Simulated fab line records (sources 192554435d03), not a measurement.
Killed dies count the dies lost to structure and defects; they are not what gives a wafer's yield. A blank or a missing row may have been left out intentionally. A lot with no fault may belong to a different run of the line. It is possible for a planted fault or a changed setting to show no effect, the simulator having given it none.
8D (eight disciplines) problem report, filled in by code + flow n5-finfet + the parts of the form that need people (team, actions taken, sign-off) are left out

== 1. WHAT IS WRONG ==
thk-nm at N5_SD_EPI_N_EPI_MEAS_23 reads a mean of 47.6 nm on 3 wafers of 2 lots; wafers without a fault read 59.0 nm with a standard deviation of 1.1. Measured from the usual mean, that is -10 standard deviations.
Seen first at day 7 16:55 on film-metro-02, wafer L250.4. The record holds 24 wafers of 8 lots with a number at this step. Rule for "out" (also "out of limits"): further than 4 standard deviations from the usual mean. Any other wafer with a number is counted as sound.

== 2. WHAT IT IS AND WHAT IT IS NOT ==
| question                    | is                           | is not                                                             |
|-----------------------------|------------------------------|--------------------------------------------------------------------|
| which readings at this step | thk-nm                       | -                                                                  |
| which lots                  | L250, L251                   | L235, L236, L240, L243, L244, L247                                 |
| which wafers of those lots  | L250.4, L251.1, L251.4       | L250.3, L250.6, L251.3                                             |
| read on which gauges        | film-metro-01, film-metro-02 | -                                                                  |
| when                        | from day 7 16:55             | up to then (20 sound wafers); but 1 sound wafer of L251 came after |

== 3. SUSPECTS, AND WHAT RULES EACH OUT ==
Counting: if a tool at a process step up to the reading ran every lot that is out, it stays a suspect. Sound lots after the first of them don't rule it out here, since some wafers of a struck lot are sound.
- the gauge at N5_SD_EPI_N_EPI_MEAS_23 has been ruled out. The wafers that are out were read on 2 gauges (film-metro-01, film-metro-02).
- rie-si-05 at N5_DUMMY_GATE_TRIM_49 (chemistry O2, time 29 s, target cd 14 nm): kept. It processed each lot that is out (first: L250, day 7 11:23); up to then, its last sound lot is L247 (day 7 04:02).
- rie-diel-01 at N5_SD_EPI_N_ETCHBACK_44 (etches SiNx in CH3F/O2, stops on SiO2, target depth 14.5 nm): kept. It processed each lot that is out (first: L250, day 7 13:56); up to then, its last sound lot is L235 (day 3 22:16).
- epi-rpcvd-01 at N5_SD_EPI_N_EPI_21 (deposits Si:P, time 690 s): kept. It processed each lot that is out (first: L250, day 7 15:45); up to then, its last sound lot is L244 (day 6 09:10).
After the count, these remain: rie-si-05 at N5_DUMMY_GATE_TRIM_49, rie-diel-01 at N5_SD_EPI_N_ETCHBACK_44 and epi-rpcvd-01 at N5_SD_EPI_N_EPI_21.

== 4. THE CAUSE (what the simulator had put in) ==
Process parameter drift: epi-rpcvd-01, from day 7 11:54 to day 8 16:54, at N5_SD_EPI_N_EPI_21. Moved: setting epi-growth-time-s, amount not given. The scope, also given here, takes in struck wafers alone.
After counting, 3 suspects remain, this tool included.

== 5. THE EFFECT CHAIN, in route order ==
Each row: a reading where the mean over the struck wafers with a number is more than 3 standard deviations away from the usual. Only readings for which the record gives a usual standard deviation are gone through. hours: the time from each lot's start at the first step in this table that gives one to its start at this step, as a median over the lots. sigmas: the change in usual standard deviations.
| hours | step                        | reading | usual       | on struck wafers | change | sigmas |
|-------|-----------------------------|---------|-------------|------------------|--------|--------|
| 0     | N5_SD_EPI_N_EPI_MEAS_23     | thk-nm  | 59.0 nm     | 47.6             | -11.4  | -10    |
| 6     | N5_SD_ACTIVATION_RS_MEAS_03 | RS_SD_N | 21.9 ohm/sq | 27.2             | +5.3   | +18    |
| 121   | N5_BEOL_M4_RC_MEAS_101      | REXT_N  | 74.7 ohm.um | 81.5             | +6.8   | +4.3   |
| 121   | N5_BEOL_M4_RC_MEAS_101      | RS_SD_N | 28.4 ohm/sq | 35.3             | +6.9   | +18    |

== 6. WHAT WOULD HAVE CAUGHT IT SOONER ==
Counted from the fault's start at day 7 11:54, it took 5 hours until the first out-of-limits reading at a measuring or inspecting step in this record, taken at day 7 16:55.
Among the 2 lots that are out, L251 began N5_SD_EPI_N_EPI_21 on epi-rpcvd-01 after day 7 16:55. Putting the tool on hold at that point would have spared it.
